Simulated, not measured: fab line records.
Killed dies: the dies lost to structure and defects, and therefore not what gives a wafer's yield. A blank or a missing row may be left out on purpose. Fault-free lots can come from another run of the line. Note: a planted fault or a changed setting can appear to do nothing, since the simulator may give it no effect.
fab line records -- flow n5-finfet -- part 1 of 2: steps 1 to 4 of 6
record lots=24, wafers=72, last-day=18
route steps=1938 shown BEOL_M13@1672 BEOL_M14@1761 BEOL_M15@1824
lots with no fault: from the same line, run without faults
start-h: the number of hours between the record's first day and the start of the first shown wafer of the lot -- wait-h: hours elapsed since this lot's preceding step -- " repeats the value in the row above -- L1.1+2: one row covering several wafers at once -- - either no value or no given start -- * or withheld: withheld -- < > ~ a bound
route shown NAME@n: names a module that has steps shown in the file, with the first one's number in the route -- usual: mean/standard deviation of fault-free wafers -- same: alike in all rows -- chamber/n: place in a boat -- sites: the reading at each site -- _std_site: the standard deviation of these -- _edge_site: inner sites' mean taken away from outer sites' mean -- radius-mm: how far each site lies from the wafer's centre -- mask NAME#n: copy n -- behind: the most recent tool/chamber to have shaped the wafer -- hold: what put the lot on hold/how long, in hours/how the hold closed -- device: whichever transistor did not switch (one of n, p or np) -- end of line: tests run on the same wafers once the route is complete -- step lacking rows: just its recipe -- killed: the dies lost at the first sort to structure and to defects; this is not the yield of the wafer -- map: dies across one wafer; x = killed, . = not, _ = none there
set.NAME: the setting that was run; set.NAME@STEP: the one run at that earlier step -- model.NAME: the simulator's own value behind a step, which no gauge read
a sample of lots followed through the steps of the route, with each step as a table and each wafer as a row
services: when a tool's chamber went out of use (start-h, in hours from the record's first day, below 0 if earlier), for how many hours, and the reason
## steps
# step N5_BEOL_M13_DESCUM_15
# recipe chemistry=O2, time-s=7.9, source-power-w=50, bias-power-w=20, pressure-mtorr=20, rf-frequency-hz=2.712e+07, temp-c=40, o2-flow-sccm=225
# usual drypump-motor-current-A=5.7/0.51, oes-product-au=0.79/0.08, rf-vpp-V=242.9/1.3, showerhead-plenum-p-Torr=2.08/0.064, throttle-valve-pct=20.36/0.22
lot.wafer,tool,chamber,start-h,wait-h,drypump-motor-current-A,oes-product-au,rf-hours-counter-h,rf-vpp-V,showerhead-plenum-p-Torr,throttle-valve-pct
L074.1,rie-diel-03,3,251.91,0.0,6.5,0.86,53,244.0,2.22,20.34
L074.4,rie-diel-03,2,251.91,0.0,5.8,0.76,132,242.6,2.10,20.27
L074.6,rie-diel-03,3,251.91,0.0,6.5,0.85,-,245.3,2.22,20.32
L075.2,rie-diel-01,0,258.31,0.0,5.5,0.87,49,243.1,2.03,20.14
L075.3,rie-diel-01,3,258.31,0.0,6.1,0.84,75,244.1,2.12,20.35
L075.6,rie-diel-01,2,258.31,0.0,5.3,0.88,-,243.3,2.05,20.31
L078.2,rie-diel-03,1,274.31,0.1,6.6,0.73,187,242.3,2.05,20.34
L078.3,rie-diel-03,2,274.31,0.1,5.8,0.76,139,242.5,2.09,20.28
L078.5,rie-diel-03,2,274.31,0.1,5.8,0.76,-,243.8,2.09,20.29
L076.1,rie-diel-05,1,278.30,0.2,5.9,0.97,10,243.9,2.14,19.95
L076.3,rie-diel-05,0,278.30,0.2,5.1,0.70,211,241.5,2.00,20.48
L076.6,rie-diel-05,0,278.30,0.2,5.1,0.69,-,240.4,2.00,20.47
L081.1,rie-diel-05,2,284.29,0.0,5.0,0.83,98,241.8,2.01,20.42
L081.2,rie-diel-05,0,284.29,0.0,5.1,0.70,212,241.7,2.00,20.48
L081.4,rie-diel-05,3,284.29,0.0,5.8,0.70,228,244.6,2.17,20.87
L079.1,rie-diel-05,3,288.98,0.0,5.8,0.70,230,243.7,2.17,20.89
L079.5,rie-diel-05,2,288.98,0.0,5.0,0.82,-,242.0,2.01,20.42
L079.6,rie-diel-05,3,288.98,0.0,5.8,0.70,-,243.7,2.17,20.90
L080.1,rie-diel-05,2,289.37,0.0,5.0,0.82,100,243.0,2.01,20.42
L080.3,rie-diel-05,1,289.37,0.0,6.0,0.97,13,244.5,2.14,19.98
L080.5,rie-diel-05,2,289.37,0.0,5.0,0.82,-,242.9,2.01,20.43
L077.2,rie-diel-03,1,290.20,0.0,6.6,0.73,191,242.4,2.05,20.35
L077.4,rie-diel-03,2,290.20,0.0,5.8,0.75,144,243.4,2.09,20.28
L077.6,rie-diel-03,0,290.20,0.0,6.0,0.78,-,243.2,2.09,20.43
L082.2,rie-diel-01,1,299.07,0.0,5.4,0.84,68,242.5,2.05,20.08
L082.3,rie-diel-01,0,299.07,0.0,5.5,0.85,61,242.6,2.03,20.15
L082.4,rie-diel-01,3,299.07,0.0,6.0,0.81,87,242.9,2.11,20.38
L083.1,rie-diel-03,1,303.47,0.5,6.6,0.72,195,243.3,2.05,20.36
L083.5,rie-diel-03,0,303.47,0.5,6.1,0.78,-,242.2,2.09,20.45
L083.6,rie-diel-03,1,303.47,0.5,6.6,0.72,-,243.5,2.05,20.37
L084.3,rie-diel-05,2,303.52,0.2,5.0,0.82,104,242.8,2.01,20.43
L084.4,rie-diel-05,0,303.52,0.2,5.1,0.69,220,240.4,2.00,20.48
L084.6,rie-diel-05,1,303.52,0.2,5.9,0.96,-,242.9,2.14,19.97
L085.1,rie-diel-01,1,310.25,0.2,5.4,0.82,72,240.9,2.04,20.08
L085.3,rie-diel-01,0,310.25,0.2,5.5,0.85,65,242.4,2.02,20.15
L085.5,rie-diel-01,0,310.25,0.2,5.5,0.85,-,240.8,2.02,20.16
L086.1,rie-diel-05,2,317.47,0.0,5.0,0.81,110,242.0,2.01,20.43
L086.3,rie-diel-05,0,317.47,0.0,5.1,0.68,227,241.1,2.00,20.50
L086.6,rie-diel-05,0,317.47,0.0,5.1,0.68,-,242.5,2.00,20.50
L087.2,rie-diel-03,3,319.19,0.0,6.5,0.83,73,246.3,2.21,20.35
L087.5,rie-diel-03,1,319.19,0.0,6.6,0.72,-,243.7,2.05,20.38
L087.6,rie-diel-03,0,319.19,0.0,6.1,0.77,-,244.5,2.09,20.45
L088.1,rie-diel-05,0,337.41,0.0,5.1,0.68,232,241.4,2.00,20.51
L088.4,rie-diel-05,3,337.41,0.0,5.8,0.70,246,244.1,2.16,20.90
L088.5,rie-diel-05,0,337.41,0.0,5.1,0.68,-,241.6,2.00,20.51
L089.1,rie-diel-01,2,345.11,0.0,5.3,0.84,70,241.9,2.05,20.34
L089.4,rie-diel-01,1,345.11,0.0,5.4,0.81,-,241.6,2.04,20.10
L089.6,rie-diel-01,2,345.11,0.0,5.3,0.85,-,241.0,2.05,20.34
L091.2,rie-diel-05,0,349.34,0.0,5.1,0.67,235,241.8,2.00,20.50
L091.3,rie-diel-05,3,349.34,0.0,5.8,0.69,249,244.1,2.16,20.91
L091.5,rie-diel-05,3,349.34,0.0,5.7,0.69,-,244.8,2.16,20.92
L093.3,rie-diel-03,0,355.27,0.0,6.1,0.76,115,244.3,2.09,20.46
L093.5,rie-diel-03,2,355.27,0.0,5.8,0.74,-,243.8,2.09,20.30
L093.6,rie-diel-03,1,355.27,0.0,6.6,0.70,-,243.1,2.04,20.38
L090.3,rie-diel-05,0,357.03,0.0,5.1,0.68,238,242.7,2.00,20.50
L090.4,rie-diel-05,0,357.03,0.0,5.1,0.66,-,242.5,2.00,20.51
L090.6,rie-diel-05,2,357.03,0.0,5.0,0.80,-,240.3,2.01,20.47
L092.1,rie-diel-01,2,358.52,0.0,5.2,0.84,74,241.7,2.04,20.34
L092.2,rie-diel-01,3,358.52,0.0,6.0,0.79,106,243.0,2.10,20.39
L092.5,rie-diel-01,1,358.52,0.0,5.4,0.80,-,241.8,2.04,20.10
L094.2,rie-diel-05,0,361.56,0.0,5.1,0.66,240,241.9,2.00,20.50
L094.3,rie-diel-05,2,361.56,0.0,5.1,0.79,123,243.6,2.01,20.45
L094.6,rie-diel-05,1,361.56,0.0,5.9,0.92,-,243.9,2.13,20.01
L095.2,rie-diel-03,2,385.57,0.0,5.8,0.74,174,243.3,2.08,20.32
L095.5,rie-diel-03,3,385.57,0.0,6.5,0.81,-,243.8,2.20,20.41
L095.6,rie-diel-03,1,385.57,0.0,6.6,0.70,-,242.3,2.04,20.41
L097.2,rie-diel-01,3,391.95,0.0,6.1,0.78,115,242.4,2.10,20.41
L097.3,rie-diel-01,0,391.95,0.0,5.5,0.82,88,242.0,2.02,20.20
L097.6,rie-diel-01,0,391.95,0.0,5.5,0.82,-,241.9,2.02,20.20
L096.4,rie-diel-03,2,392.84,0.4,5.8,0.72,176,241.5,2.08,20.33
L096.5,rie-diel-03,3,392.84,0.4,6.5,0.80,-,244.2,2.20,20.39
L096.6,rie-diel-03,0,392.84,0.4,6.0,0.76,-,241.7,2.08,20.47
# step N5_BEOL_M13_VIA_ETCH_16
# recipe chemistry=C4F8/O2/Ar, target=SiOC, pressure-mtorr=30, source-w=3000, bias-w=700, Ar_flow_sccm=400, C4F8_flow_sccm=15, O2_flow_sccm=8, he-inner-torr=15, he-outer-torr=30, target-depth-a=9217, time-s=withheld, ion-energy-ev=250, ends=cleared
# usual bias-w=700.1/2.1, drypump-motor-current-A=5.8/0.51, oes-product-au=0.71/0.07, rf-vpp-V=665.1/2.9, showerhead-plenum-p-Torr=3.40/0.11, throttle-valve-pct=24.13/0.23
lot.wafer,tool,chamber,start-h,wait-h,bias-w,drypump-motor-current-A,oes-product-au,rf-vpp-V,showerhead-plenum-p-Torr,throttle-valve-pct
L074.1,rie-diel-03,3,252.00,0.0,702.5,6.6,0.77,670.8,3.64,24.22
L074.4,rie-diel-03,2,252.00,0.0,703.0,5.8,0.69,665.6,3.44,24.11
L074.6,rie-diel-03,3,252.00,0.0,702.0,6.5,0.77,670.4,3.64,24.22
L075.2,rie-diel-01,0,258.40,0.0,699.0,5.5,0.78,662.6,3.36,24.14
L075.3,rie-diel-01,3,258.40,0.0,697.2,6.0,0.75,666.9,3.51,24.43
L075.6,rie-diel-01,2,258.40,0.0,698.4,5.3,0.79,665.2,3.34,23.96
L078.2,rie-diel-03,1,274.40,0.0,698.8,6.6,0.67,664.5,3.36,24.08
L078.3,rie-diel-03,2,274.40,0.0,700.1,5.8,0.67,663.7,3.44,24.13
L078.5,rie-diel-03,2,274.40,0.0,700.9,5.8,0.67,666.7,3.44,24.13
L076.1,rie-diel-05,1,278.39,0.0,698.7,6.0,0.89,668.9,3.49,23.76
L076.3,rie-diel-05,0,278.39,0.0,697.4,5.2,0.63,659.1,3.25,24.03
L076.6,rie-diel-05,0,278.39,0.0,698.7,5.1,0.64,662.3,3.25,24.01
L081.1,rie-diel-05,2,284.37,0.0,700.4,5.0,0.74,662.6,3.27,24.02
L081.2,rie-diel-05,0,284.37,0.0,702.6,5.1,0.62,660.5,3.25,24.01
L081.4,rie-diel-05,3,284.37,0.0,699.8,5.8,0.62,669.0,3.54,24.66
L079.1,rie-diel-05,3,289.06,0.0,697.1,5.8,0.63,666.2,3.54,24.68
L079.5,rie-diel-05,2,289.06,0.0,700.0,5.1,0.74,663.5,3.27,24.02
L079.6,rie-diel-05,3,289.06,0.0,701.4,5.8,0.63,668.4,3.54,24.69
L080.1,rie-diel-05,2,289.46,0.0,699.0,5.1,0.75,662.4,3.27,24.02
L080.3,rie-diel-05,1,289.46,0.0,702.8,6.0,0.87,666.4,3.49,23.76
L080.5,rie-diel-05,2,289.46,0.0,701.6,5.0,0.74,662.9,3.27,24.01
L077.2,rie-diel-03,1,290.28,0.0,697.7,6.6,0.67,664.8,3.36,24.11
L077.4,rie-diel-03,2,290.28,0.0,698.4,5.8,0.67,667.0,3.44,24.13
L077.6,rie-diel-03,0,290.28,0.0,699.3,6.0,0.71,665.5,3.41,24.17
L082.2,rie-diel-01,1,299.15,0.0,694.3,5.4,0.75,664.2,3.36,23.95
L082.3,rie-diel-01,0,299.15,0.0,700.2,5.5,0.76,663.2,3.35,24.17
L082.4,rie-diel-01,3,299.15,0.0,700.2,6.0,0.73,666.3,3.50,24.44
L083.1,rie-diel-03,1,303.55,0.0,698.1,6.6,0.66,663.1,3.36,24.09
L083.5,rie-diel-03,0,303.55,0.0,701.0,6.0,0.71,667.5,3.41,24.18
L083.6,rie-diel-03,1,303.55,0.0,699.9,6.6,0.67,665.6,3.35,24.09
L084.3,rie-diel-05,2,303.60,0.0,702.5,5.0,0.74,662.6,3.27,24.02
L084.4,rie-diel-05,0,303.60,0.0,699.4,5.1,0.62,661.3,3.24,24.04
L084.6,rie-diel-05,1,303.60,0.0,700.7,5.9,0.85,668.0,3.49,23.76
L085.1,rie-diel-01,1,310.34,0.0,704.2,5.4,0.74,662.9,3.36,23.97
L085.3,rie-diel-01,0,310.34,0.0,699.1,5.5,0.76,663.4,3.35,24.19
L085.5,rie-diel-01,0,310.34,0.0,695.1,5.5,0.77,663.4,3.35,24.16
L086.1,rie-diel-05,2,317.55,0.0,698.9,5.1,0.74,661.0,3.26,24.03
L086.3,rie-diel-05,0,317.55,0.0,700.4,5.1,0.62,659.0,3.24,24.05
L086.6,rie-diel-05,0,317.55,0.0,699.9,5.1,0.61,660.9,3.24,24.04
L087.2,rie-diel-03,3,319.28,0.0,701.3,6.5,0.75,668.8,3.63,24.25
L087.5,rie-diel-03,1,319.28,0.0,703.6,6.6,0.65,664.7,3.35,24.10
L087.6,rie-diel-03,0,319.28,0.0,701.6,6.0,0.71,666.4,3.41,24.18
L088.1,rie-diel-05,0,337.50,0.0,700.0,5.1,0.62,662.4,3.24,24.06
L088.4,rie-diel-05,3,337.50,0.0,701.1,5.8,0.62,667.5,3.53,24.71
L088.5,rie-diel-05,0,337.50,0.0,701.2,5.2,0.61,660.5,3.24,24.05
L089.1,rie-diel-01,2,345.20,0.0,700.6,5.3,0.76,664.4,3.32,24.02
L089.4,rie-diel-01,1,345.20,0.0,697.2,5.4,0.74,661.4,3.35,23.96
L089.6,rie-diel-01,2,345.20,0.0,700.2,5.3,0.76,662.6,3.32,24.04
L091.2,rie-diel-05,0,349.43,0.0,703.2,5.1,0.60,658.4,3.23,24.05
L091.3,rie-diel-05,3,349.43,0.0,696.9,5.8,0.61,667.2,3.53,24.70
L091.5,rie-diel-05,3,349.43,0.0,700.2,5.8,0.61,667.4,3.53,24.71
L093.3,rie-diel-03,0,355.36,0.0,700.1,6.0,0.70,665.8,3.40,24.18
L093.5,rie-diel-03,2,355.36,0.0,701.0,5.8,0.65,666.3,3.43,24.16
L093.6,rie-diel-03,1,355.36,0.0,700.3,6.6,0.65,665.4,3.35,24.10
L090.3,rie-diel-05,0,357.12,0.0,699.5,5.1,0.60,660.4,3.23,24.06
L090.4,rie-diel-05,0,357.12,0.0,701.0,5.1,0.61,660.2,3.23,24.04
L090.6,rie-diel-05,2,357.12,0.0,698.4,5.0,0.73,663.0,3.26,24.03
L092.1,rie-diel-01,2,358.60,0.0,700.0,5.2,0.75,663.1,3.32,24.01
L092.2,rie-diel-01,3,358.60,0.0,698.5,6.1,0.73,665.9,3.49,24.46
L092.5,rie-diel-01,1,358.60,0.0,701.8,5.4,0.73,662.0,3.35,23.98
L094.2,rie-diel-05,0,361.65,0.0,701.4,5.1,0.60,661.1,3.23,24.05
L094.3,rie-diel-05,2,361.65,0.0,699.8,5.0,0.72,662.9,3.26,24.03
L094.6,rie-diel-05,1,361.65,0.0,694.9,6.0,0.82,668.3,3.48,23.78
L095.2,rie-diel-03,2,385.66,0.0,700.2,5.8,0.65,665.3,3.42,24.19
L095.5,rie-diel-03,3,385.66,0.0,700.7,6.6,0.72,669.4,3.61,24.29
L095.6,rie-diel-03,1,385.66,0.0,702.2,6.6,0.64,664.3,3.34,24.14
L097.2,rie-diel-01,3,392.04,0.0,700.4,6.1,0.71,667.2,3.48,24.46
L097.3,rie-diel-01,0,392.04,0.0,700.9,5.5,0.74,662.9,3.34,24.21
L097.6,rie-diel-01,0,392.04,0.0,700.9,5.5,0.74,662.4,3.34,24.18
L096.4,rie-diel-03,2,392.93,0.0,701.6,5.8,0.65,663.9,3.42,24.20
L096.5,rie-diel-03,3,392.93,0.0,703.9,6.5,0.73,668.8,3.61,24.28
L096.6,rie-diel-03,0,392.93,0.0,700.7,6.0,0.70,666.5,3.40,24.21
# step N5_BEOL_M13_STRIP_63
# recipe chemistry=N2/H2, power-w=1000, temp-c=250, h2-frac=0.65, overash-fraction=0.3, pressure-mtorr=1000, n2-flow-sccm=1750, h2-flow-sccm=3250
# usual drypump-motor-current-A=5.6/0.4, heater-power-w=354/25, oes-product-au=0.674/0.005, strip-time-to-endpoint-s=28.1/1.2
lot.wafer,tool,chamber,start-h,wait-h,drypump-motor-current-A,heater-power-w,oes-product-au,rf-hours-counter-h,strip-time-to-endpoint-s
L074.1,plasma-asher-01,1,252.24,-,6.2,379,0.675,81,29.4
L074.4,plasma-asher-01,0,252.24,-,5.5,360,0.679,-,28.2
L074.6,plasma-asher-01,1,252.24,-,6.2,387,0.681,-,28.8
L075.2,plasma-asher-02,1,258.64,-,5.7,316,0.674,112,28.3
L075.3,plasma-asher-02,1,258.64,-,5.8,323,0.664,-,28.1
L075.6,plasma-asher-02,0,258.64,-,5.1,369,0.676,-,26.7
L078.2,plasma-asher-02,1,274.63,-,5.8,324,0.675,116,29.6
L078.3,plasma-asher-02,0,274.63,-,5.1,364,0.673,-,29.9
L078.5,plasma-asher-02,1,274.63,-,5.8,325,0.668,-,25.8
L076.1,plasma-asher-02,0,278.62,-,5.1,363,0.675,117,30.5
L076.3,plasma-asher-02,1,278.62,-,5.8,314,0.676,-,29.2
L076.6,plasma-asher-02,1,278.62,-,5.7,323,0.674,-,26.5
L081.1,plasma-asher-02,1,284.61,-,5.8,317,0.671,119,28.7
L081.2,plasma-asher-02,0,284.61,-,5.1,361,0.668,119,28.1
L081.4,plasma-asher-02,1,284.61,-,5.7,324,0.670,-,25.2
L079.1,plasma-asher-02,0,289.65,-,5.1,369,0.669,121,29.0
L079.5,plasma-asher-02,1,289.65,-,5.8,313,0.682,-,28.1
L079.6,plasma-asher-02,0,289.65,-,5.1,364,0.672,-,27.2
L080.1,plasma-asher-02,0,289.83,-,5.1,368,0.677,121,28.9
L080.3,plasma-asher-02,0,289.83,-,5.1,361,0.679,-,27.5
L080.5,plasma-asher-02,1,289.83,-,5.7,308,0.666,-,26.5
L077.2,plasma-asher-02,0,290.52,-,5.1,374,0.674,121,28.2
L077.4,plasma-asher-02,0,290.52,-,5.1,356,0.668,-,26.6
L077.6,plasma-asher-02,0,290.52,-,5.1,359,0.669,-,26.4
L082.2,plasma-asher-01,1,299.39,-,6.2,387,0.678,88,30.4
L082.3,plasma-asher-01,1,299.39,-,6.2,392,0.682,-,29.0
L082.4,plasma-asher-01,0,299.39,-,5.5,361,0.672,-,26.5
L083.1,plasma-asher-02,0,303.79,-,5.1,364,0.675,124,29.7
L083.5,plasma-asher-02,0,303.79,-,5.2,375,0.678,-,28.2
L083.6,plasma-asher-02,1,303.79,-,5.8,322,0.673,-,28.4
L084.3,plasma-asher-02,1,303.93,-,5.7,313,0.672,-,28.6
L084.4,plasma-asher-02,0,303.93,-,5.1,359,0.666,-,29.1
L084.6,plasma-asher-02,0,303.93,-,5.1,363,0.671,-,28.3
L085.1,plasma-asher-01,1,310.58,-,6.2,392,0.674,90,28.5
L085.3,plasma-asher-01,0,310.58,-,5.5,355,0.679,-,28.9
L085.5,plasma-asher-01,0,310.58,-,5.5,344,0.673,-,27.4
L086.1,plasma-asher-02,1,317.80,-,5.8,321,0.669,128,27.6
L086.3,plasma-asher-02,1,317.80,-,5.8,327,0.669,-,29.2
L086.6,plasma-asher-02,1,317.80,-,5.8,316,0.673,-,26.7
L087.2,plasma-asher-02,1,319.51,-,5.7,324,0.675,128,29.1
L087.5,plasma-asher-02,0,319.51,-,5.1,357,0.685,-,28.8
L087.6,plasma-asher-02,1,319.51,-,5.8,321,0.673,-,28.8
L088.1,plasma-asher-01,0,337.73,-,5.5,362,0.673,95,28.9
L088.4,plasma-asher-01,0,337.73,-,5.4,360,0.672,-,28.9
L088.5,plasma-asher-01,1,337.73,-,6.3,370,0.670,-,29.1
L089.1,plasma-asher-01,0,345.44,-,5.5,359,0.674,97,26.7
L089.4,plasma-asher-01,0,345.44,-,5.5,351,0.673,-,28.6
L089.6,plasma-asher-01,0,345.44,-,5.5,349,0.669,-,25.4
L091.2,plasma-asher-02,1,349.67,-,5.8,327,0.675,134,29.5
L091.3,plasma-asher-02,1,349.67,-,5.8,322,0.674,-,29.4
L091.5,plasma-asher-02,1,349.67,-,5.8,326,0.675,-,28.1
L093.3,plasma-asher-01,1,355.61,-,6.2,379,0.676,-,27.7
L093.5,plasma-asher-01,1,355.61,-,6.2,398,0.670,-,28.1
L093.6,plasma-asher-01,0,355.61,-,5.5,363,0.682,-,28.2
L090.3,plasma-asher-02,0,357.38,-,5.1,367,0.675,-,29.1
L090.4,plasma-asher-02,1,357.38,-,5.8,321,0.675,-,27.9
L090.6,plasma-asher-02,1,357.38,-,5.7,324,0.675,-,29.6
L092.1,plasma-asher-01,0,358.84,-,5.5,359,0.677,100,28.5
L092.2,plasma-asher-01,1,358.84,-,6.3,396,0.666,100,25.8
L092.5,plasma-asher-01,1,358.84,-,6.2,387,0.670,-,26.5
L094.2,plasma-asher-02,0,361.88,-,5.1,370,0.675,137,29.3
L094.3,plasma-asher-02,1,361.88,-,5.8,325,0.678,-,28.4
L094.6,plasma-asher-02,1,361.88,-,5.7,316,0.684,-,28.5
L095.2,plasma-asher-02,0,385.89,-,5.1,363,0.671,143,28.7
L095.5,plasma-asher-02,0,385.89,-,5.1,366,0.680,-,26.2
L095.6,plasma-asher-02,1,385.89,-,5.8,322,0.675,-,26.4
L097.2,plasma-asher-01,0,392.27,-,5.5,352,0.677,105,28.4
L097.3,plasma-asher-01,0,392.27,-,5.5,357,0.671,-,25.9
L097.6,plasma-asher-01,1,392.27,-,6.2,383,0.674,-,25.7
L096.4,plasma-asher-01,0,393.18,-,5.5,363,0.672,-,26.6
L096.5,plasma-asher-01,0,393.18,-,5.4,352,0.667,-,25.9
L096.6,plasma-asher-01,1,393.18,-,6.2,387,0.665,-,25.4
# step N5_BEOL_M13_SPUTTER_43
# recipe material=TaN, target-thk-a=150, temp-c=50, bias-v=168.6, power-w=15000, chamber-pressure-pa=0.12, time-s=24.19
# usual throttle-valve-pct=29.8/0.98
lot.wafer,tool,chamber,start-h,wait-h,throttle-valve-pct
L074.1,pvd-sputter-01,-,254.84,0.0,30.4
L074.4,pvd-sputter-01,-,254.84,0.0,30.1
L074.6,pvd-sputter-01,-,254.84,0.0,30.1
L075.2,pvd-sputter-03,-,261.64,0.0,30.8
L075.3,pvd-sputter-03,-,261.64,0.0,30.1
L075.6,pvd-sputter-03,-,261.64,0.0,30.2
L078.2,pvd-sputter-02,-,276.91,0.0,28.9
L078.3,pvd-sputter-02,-,276.91,0.0,29.9
L078.5,pvd-sputter-02,-,276.91,0.0,30.4
L076.1,pvd-sputter-02,-,281.67,0.0,30.7
L076.3,pvd-sputter-02,-,281.67,0.0,27.8
L076.6,pvd-sputter-02,-,281.67,0.0,28.6
L081.1,pvd-sputter-02,-,289.55,0.0,28.8
L081.2,pvd-sputter-02,-,289.55,0.0,27.8
L081.4,pvd-sputter-02,-,289.55,0.0,30.3
L079.1,pvd-sputter-01,-,293.41,0.0,30.2
L079.5,pvd-sputter-01,-,293.41,0.0,29.9
L079.6,pvd-sputter-01,-,293.41,0.0,29.3
L080.1,pvd-sputter-02,-,293.55,0.0,30.0
L080.3,pvd-sputter-02,-,293.55,0.0,29.2
L080.5,pvd-sputter-02,-,293.55,0.0,30.3
L077.2,pvd-sputter-01,-,293.77,0.0,29.1
L077.4,pvd-sputter-01,-,293.77,0.0,30.0
L077.6,pvd-sputter-01,-,293.77,0.0,29.3
L082.2,pvd-sputter-02,-,303.46,0.0,27.8
L082.3,pvd-sputter-02,-,303.46,0.0,30.0
L082.4,pvd-sputter-02,-,303.46,0.0,30.5
L083.1,pvd-sputter-03,-,307.56,0.0,30.8
L083.5,pvd-sputter-03,-,307.56,0.0,31.1
L083.6,pvd-sputter-03,-,307.56,0.0,30.2
L084.3,pvd-sputter-02,-,307.58,0.0,30.7
L084.4,pvd-sputter-02,-,307.58,0.0,28.6
L084.6,pvd-sputter-02,-,307.58,0.0,30.3
L085.1,pvd-sputter-02,-,315.22,0.0,30.7
L085.3,pvd-sputter-02,-,315.22,0.0,28.7
L085.5,pvd-sputter-02,-,315.22,0.0,27.5
L086.1,pvd-sputter-01,-,320.44,0.0,29.8
L086.3,pvd-sputter-01,-,320.44,0.0,30.2
L086.6,pvd-sputter-01,-,320.44,0.0,30.6
L087.2,pvd-sputter-02,-,321.48,0.0,29.9
L087.5,pvd-sputter-02,-,321.48,0.0,27.7
L087.6,pvd-sputter-02,-,321.48,0.0,28.8
L088.1,pvd-sputter-03,-,344.48,0.0,30.6
L088.4,pvd-sputter-03,-,344.48,0.0,30.3
L088.5,pvd-sputter-03,-,344.48,0.0,30.1
L089.1,pvd-sputter-03,-,348.10,0.0,30.0
L089.4,pvd-sputter-03,-,348.10,0.0,30.3
L089.6,pvd-sputter-03,-,348.10,0.0,30.2
L091.2,pvd-sputter-01,-,351.57,0.0,30.0
L091.3,pvd-sputter-01,-,351.57,0.0,29.4
L091.5,pvd-sputter-01,-,351.57,0.0,29.3
L090.3,pvd-sputter-03,-,363.32,0.0,30.3
L090.4,pvd-sputter-03,-,363.32,0.0,31.2
L090.6,pvd-sputter-03,-,363.32,0.0,29.6
L093.3,pvd-sputter-02,-,364.77,0.0,28.8
L093.5,pvd-sputter-02,-,364.77,0.0,27.3
L093.6,pvd-sputter-02,-,364.77,0.0,30.5
L092.1,pvd-sputter-03,-,364.80,0.0,30.6
L092.2,pvd-sputter-03,-,364.80,0.0,31.2
L092.5,pvd-sputter-03,-,364.80,0.0,29.8
L094.2,pvd-sputter-03,-,365.12,0.0,30.0
L094.3,pvd-sputter-03,-,365.12,0.0,30.4
L094.6,pvd-sputter-03,-,365.12,0.0,29.5
L095.2,pvd-sputter-01,-,392.04,0.0,29.9
L095.5,pvd-sputter-01,-,392.04,0.0,29.8
L095.6,pvd-sputter-01,-,392.04,0.0,29.3
L097.2,pvd-sputter-01,-,395.19,0.0,29.0
L097.3,pvd-sputter-01,-,395.19,0.0,30.1
L097.6,pvd-sputter-01,-,395.19,0.0,30.2
L096.4,pvd-sputter-02,-,395.86,0.0,30.0
L096.5,pvd-sputter-02,-,395.86,0.0,30.5
L096.6,pvd-sputter-02,-,395.86,0.0,27.7
